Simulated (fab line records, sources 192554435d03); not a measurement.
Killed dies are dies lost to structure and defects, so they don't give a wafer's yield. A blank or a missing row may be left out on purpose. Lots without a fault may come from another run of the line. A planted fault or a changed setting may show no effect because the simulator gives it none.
Chamber matching | flow n5_finfet | N5_GATE_CUT_PECVD_57 on pecvd-02: 3 sister chambers
The step deposits SiNx from SiH4/NH3/N2, target thk 21 nm. 16 wafers are shown with their chamber, then 8 later ones without.

WAFERS WITH THEIR CHAMBER
wafer  | chamber | throttle_valve_pct (%) | showerhead_plenum_p_Torr (Torr) | heater_power_w (W)
L074.1 | 2       | 39.7                   | 5.19                            | 914
L074.3 | 1       | 37.7                   | 5.06                            | 819
L074.6 | 1       | 37.7                   | 5.04                            | 817
L077.1 | 1       | 37.8                   | 5.03                            | 784
L077.4 | 0       | 41.1                   | 5.19                            | 607
L077.5 | 1       | 37.5                   | 5.04                            | 771
L078.1 | 0       | 40.9                   | 5.22                            | 710
L078.3 | 2       | 39.8                   | 5.18                            | 888
L078.4 | 1       | 37.8                   | 5.05                            | 738
L081.1 | 1       | 37.9                   | 5.04                            | 772
L081.3 | 1       | 37.5                   | 5.04                            | 799
L081.4 | 2       | 40.0                   | 5.21                            | 880
L082.3 | 0       | 41.2                   | 5.19                            | 668
L082.4 | 2       | 40.3                   | 5.19                            | 833
L082.6 | 0       | 41.1                   | 5.20                            | 665
L083.2 | 0       | 41.4                   | 5.19                            | 663

SIGNATURES (means of the wafers above)
reading                  | chamber 0 | chamber 1 | chamber 2 | scatter within a chamber
throttle_valve_pct       | 41.140    | 37.700    | 39.950    | 0.193
showerhead_plenum_p_Torr | 5.1980    | 5.0429    | 5.1925    | 0.0114
heater_power_w           | 662.60    | 785.71    | 878.75    | 32.5
Rule: a wafer's distance from a chamber is the root of the sum, over the readings, of the square of ((its reading less the chamber's mean) divided by the reading's scatter). The wafer belongs to the nearest chamber; if the next one is less than 2 further off, it can't be placed. The scatter: the root of (the sum of the squares of (reading less its chamber's mean) over the shown wafers, divided by (wafers less chambers)).

WAFERS WITHOUT THEIR CHAMBER
wafer  | throttle_valve_pct (%) | showerhead_plenum_p_Torr (Torr) | heater_power_w (W)
L083.4 | 37.7                   | 5.04                            | 790
L083.6 | 40.2                   | 5.19                            | 844
L096.2 | 37.7                   | 5.05                            | 674
L096.4 | 41.1                   | 5.20                            | 580
L096.5 | 40.8                   | 5.19                            | 881
L097.2 | 41.2                   | 5.18                            | 658
L097.3 | 40.8                   | 5.19                            | 829
L097.6 | 41.2                   | 5.20                            | 654

WHICH CHAMBER EACH WENT THROUGH
wafer  | from the rows above     | in truth
L083.4 | 1                       | 1
L083.6 | 2                       | 2
L096.2 | 1                       | 1
L096.4 | 0                       | 0
L096.5 | 2                       | 2
L097.2 | 0                       | 0
L097.3 | can't be placed: 2 or 0 | 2
L097.6 | 0                       | 0
Placed correctly: 7 of 8. Can't be placed from these rows: 1 (the true chamber is among the candidates in 1). Placed wrongly: 0.
